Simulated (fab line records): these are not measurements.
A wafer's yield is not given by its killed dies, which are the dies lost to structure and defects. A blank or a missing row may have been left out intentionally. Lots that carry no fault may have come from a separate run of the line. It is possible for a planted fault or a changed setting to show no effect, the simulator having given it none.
Shared-tool check :: flow nandHarc :: 12 lots, 36 wafers sampled

== REASON FOR OPENING ==
At NHARC_A_CONTACT_CD_MEAS_42 the reading cdNm is flagged on 2 of 12 lots. Fault-free wafers read 300.0 nm, with a standard deviation of 0.45.
Rule: a lot is flagged in two cases, either no wafer of it has a number, or all its wafers with numbers fall more than 4 standard deviations from that mean. All remaining lots are regarded as sound.

lot: L312
measured: day 22 07:10
on: cdSem-01
cdNm (nm), wafer by wafer: 300.1 299.2 299.2
flag: 

lot: L315
measured: day 22 13:16
on: cdSem-02
cdNm (nm), wafer by wafer: 300.2 299.7 300.6
flag: 

lot: L314
measured: day 22 13:25
on: cdSem-01
cdNm (nm), wafer by wafer: 300.1 299.6 299.7
flag: 

lot: L318
measured: day 23 22:20
on: cdSem-02
cdNm (nm), wafer by wafer: 299.8 299.5 299.5
flag: 

lot: L319
measured: day 24 02:46
on: cdSem-01
cdNm (nm), wafer by wafer: 299.3 300.5 299.5
flag: 

lot: L322
measured: day 26 02:56
on: cdSem-03
cdNm (nm), wafer by wafer: 299.4 299.7 299.9
flag: 

lot: L323
measured: day 26 12:10
on: cdSem-01
cdNm (nm), wafer by wafer: 284.5 284.7 284.5
flag: FLAGGED

lot: L327
measured: day 28 03:55
on: cdSem-01
cdNm (nm), wafer by wafer: 287.8 287.7 288.1
flag: FLAGGED

lot: L329
measured: day 28 07:53
on: cdSem-01
cdNm (nm), wafer by wafer: 300.7 300.8 300.8
flag: 

lot: L331
measured: day 29 01:20
on: cdSem-03
cdNm (nm), wafer by wafer: 299.9 300.1 300.6
flag: 

lot: L335
measured: day 31 06:02
on: cdSem-03
cdNm (nm), wafer by wafer: 300.0 299.3 299.8
flag: 

lot: L334
measured: day 31 11:10
on: cdSem-02
cdNm (nm), wafer by wafer: 300.2 299.8 300.2
flag: 
The numbers of the flagged lots are 286.2 nm on average: -13.8 nm against the usual, or -31 standard deviations.

== WHICH TOOL RAN EACH LOT ==
The record holds 3 process steps before the reading, out of a route of 1302 steps. Every cell lists first the tool, next ch and the chambers used by the sampled wafers, and last the start.
lot: L312
flag: 
NHARC_A_WL_FILL_ETCHBACK_17: rieMetal-03 ch 1, day 21 19:16
NHARC_A_WL_FILL_ETCHBACK_26: rieSi-05 ch 1,3, day 22 00:31
NHARC_A_CONTACT_EXPOSE_39: arfiScanner-01 ch 0, day 22 07:01

lot: L315
flag: 
NHARC_A_WL_FILL_ETCHBACK_17: rieMetal-02 ch 0,1, day 21 23:51
NHARC_A_WL_FILL_ETCHBACK_26: rieSi-05 ch 0,2,3, day 22 05:02
NHARC_A_CONTACT_EXPOSE_39: arfiScanner-02 ch 0, day 22 13:08

lot: L314
flag: 
NHARC_A_WL_FILL_ETCHBACK_17: rieMetal-03 ch 0,1, day 21 23:53
NHARC_A_WL_FILL_ETCHBACK_26: rieSi-01 ch 0,1,2, day 22 05:01
NHARC_A_CONTACT_EXPOSE_39: arfiScanner-03 ch 0, day 22 13:17

lot: L318
flag: 
NHARC_A_WL_FILL_ETCHBACK_17: rieMetal-03 ch 0, day 23 10:29
NHARC_A_WL_FILL_ETCHBACK_26: rieSi-01 ch 0,1,2, day 23 15:37
NHARC_A_CONTACT_EXPOSE_39: arfiScanner-02 ch 0, day 23 22:11

lot: L319
flag: 
NHARC_A_WL_FILL_ETCHBACK_17: rieMetal-03 ch 0,1, day 23 14:35
NHARC_A_WL_FILL_ETCHBACK_26: rieSi-06 ch 1,2,3, day 23 20:00
NHARC_A_CONTACT_EXPOSE_39: arfiScanner-03 ch 0, day 24 02:38

lot: L322
flag: 
NHARC_A_WL_FILL_ETCHBACK_17: rieMetal-01 ch 0,1, day 25 11:11
NHARC_A_WL_FILL_ETCHBACK_26: rieSi-01 ch 1,2,3, day 25 17:43
NHARC_A_CONTACT_EXPOSE_39: arfiScanner-02 ch 0, day 26 02:49

lot: L323
flag: FLAGGED
NHARC_A_WL_FILL_ETCHBACK_17: rieMetal-03 ch 0,1, day 26 00:02
NHARC_A_WL_FILL_ETCHBACK_26: rieSi-01 ch 0,1,3, day 26 05:15
NHARC_A_CONTACT_EXPOSE_39: arfiScanner-03 ch 0, day 26 12:02

lot: L327
flag: FLAGGED
NHARC_A_WL_FILL_ETCHBACK_17: rieMetal-03 ch 0,1, day 27 15:46
NHARC_A_WL_FILL_ETCHBACK_26: rieSi-01 ch 0,1,3, day 27 20:55
NHARC_A_CONTACT_EXPOSE_39: arfiScanner-03 ch 0, day 28 03:47

lot: L329
flag: 
NHARC_A_WL_FILL_ETCHBACK_17: rieMetal-01 ch 0,1, day 27 18:52
NHARC_A_WL_FILL_ETCHBACK_26: rieSi-06 ch 1,2,3, day 27 23:58
NHARC_A_CONTACT_EXPOSE_39: arfiScanner-01 ch 0, day 28 07:44

lot: L331
flag: 
NHARC_A_WL_FILL_ETCHBACK_17: rieMetal-02 ch 0,1, day 28 13:13
NHARC_A_WL_FILL_ETCHBACK_26: rieSi-06 ch 2,3, day 28 18:33
NHARC_A_CONTACT_EXPOSE_39: arfiScanner-01 ch 0, day 29 01:13

lot: L335
flag: 
NHARC_A_WL_FILL_ETCHBACK_17: rieMetal-02 ch 0,1, day 30 18:03
NHARC_A_WL_FILL_ETCHBACK_26: rieSi-05 ch 2,3, day 30 23:17
NHARC_A_CONTACT_EXPOSE_39: arfiScanner-02 ch 0, day 31 05:53

lot: L334
flag: 
NHARC_A_WL_FILL_ETCHBACK_17: rieMetal-02 ch 0, day 30 23:17
NHARC_A_WL_FILL_ETCHBACK_26: rieSi-06 ch 0,2, day 31 04:26
NHARC_A_CONTACT_EXPOSE_39: arfiScanner-01 ch 0, day 31 11:01
These steps, and what they do:
- NHARC_A_WL_FILL_ETCHBACK_17: etches the open film in Cl2/BCl3, target depth 4 nm, time 26.7 s.
- NHARC_A_WL_FILL_ETCHBACK_26: etches the open film in HBr, target depth 52 nm, time 13.3 s.
- NHARC_A_CONTACT_EXPOSE_39: exposes mask A CC 3.
- NHARC_A_CONTACT_CD_MEAS_42: target cd 300 nm.

== FLAGGED OVER TOTAL, TOOL BY TOOL (the gauges that took the reading come last) ==
step: NHARC_A_WL_FILL_ETCHBACK_17
tool: rieMetal-01
lots run: 2
flagged: 0
share of the flagged lots: none
sound lots run after its first flagged lot: -

step: NHARC_A_WL_FILL_ETCHBACK_17
tool: rieMetal-02
lots run: 4
flagged: 0
share of the flagged lots: none
sound lots run after its first flagged lot: -

step: NHARC_A_WL_FILL_ETCHBACK_17
tool: rieMetal-03
lots run: 6
flagged: 2
share of the flagged lots: all
sound lots run after its first flagged lot: 0

step: NHARC_A_WL_FILL_ETCHBACK_26
tool: rieSi-01
lots run: 5
flagged: 2
share of the flagged lots: all
sound lots run after its first flagged lot: 0

step: NHARC_A_WL_FILL_ETCHBACK_26
tool: rieSi-05
lots run: 3
flagged: 0
share of the flagged lots: none
sound lots run after its first flagged lot: -

step: NHARC_A_WL_FILL_ETCHBACK_26
tool: rieSi-06
lots run: 4
flagged: 0
share of the flagged lots: none
sound lots run after its first flagged lot: -

step: NHARC_A_CONTACT_EXPOSE_39
tool: arfiScanner-01
lots run: 4
flagged: 0
share of the flagged lots: none
sound lots run after its first flagged lot: -

step: NHARC_A_CONTACT_EXPOSE_39
tool: arfiScanner-02
lots run: 4
flagged: 0
share of the flagged lots: none
sound lots run after its first flagged lot: -

step: NHARC_A_CONTACT_EXPOSE_39
tool: arfiScanner-03
lots run: 4
flagged: 2
share of the flagged lots: all
sound lots run after its first flagged lot: 0

step: NHARC_A_CONTACT_CD_MEAS_42
tool: cdSem-01
lots run: 6
flagged: 2
share of the flagged lots: all
sound lots run after its first flagged lot: 1 (L329)

step: NHARC_A_CONTACT_CD_MEAS_42
tool: cdSem-02
lots run: 3
flagged: 0
share of the flagged lots: none
sound lots run after its first flagged lot: -

step: NHARC_A_CONTACT_CD_MEAS_42
tool: cdSem-03
lots run: 3
flagged: 0
share of the flagged lots: none
sound lots run after its first flagged lot: -

== WHAT THE TABLE ALLOWS ==
4 rows of the table ran every flagged lot: rieMetal-03 at NHARC_A_WL_FILL_ETCHBACK_17, rieSi-01 at NHARC_A_WL_FILL_ETCHBACK_26, arfiScanner-03 at NHARC_A_CONTACT_EXPOSE_39, cdSem-01 at NHARC_A_CONTACT_CD_MEAS_42.
- rieMetal-03 at NHARC_A_WL_FILL_ETCHBACK_17: 2 of its 6 lots flagged. A fault beginning between L319 (day 23 14:35), its last sound lot, and L323 (day 26 00:02), its first flagged one, fits the data.
- rieSi-01 at NHARC_A_WL_FILL_ETCHBACK_26: 2 of its 5 lots flagged. A fault beginning between L322 (day 25 17:43), its last sound lot, and L323 (day 26 05:15), its first flagged one, fits the data.
- arfiScanner-03 at NHARC_A_CONTACT_EXPOSE_39: 2 of its 4 lots flagged. A fault beginning between L319 (day 24 02:38), its last sound lot, and L323 (day 26 12:02), its first flagged one, fits the data. Its own readings (exposureDoseMJCm2) fall more than 4 standard deviations out on all wafers of the flagged lots.
- cdSem-01 at NHARC_A_CONTACT_CD_MEAS_42: 2 of its 6 lots flagged. Sound lots ran on it after the first flagged one (L329), which a lasting fault on the whole tool wouldn't allow.
Because each of these 3 tools fits a fault that began at some hour, counting lots does not separate them. More lots, or a look at what each step does to the wafer, might.

== WHAT THE SIMULATOR HAD INSERTED ==
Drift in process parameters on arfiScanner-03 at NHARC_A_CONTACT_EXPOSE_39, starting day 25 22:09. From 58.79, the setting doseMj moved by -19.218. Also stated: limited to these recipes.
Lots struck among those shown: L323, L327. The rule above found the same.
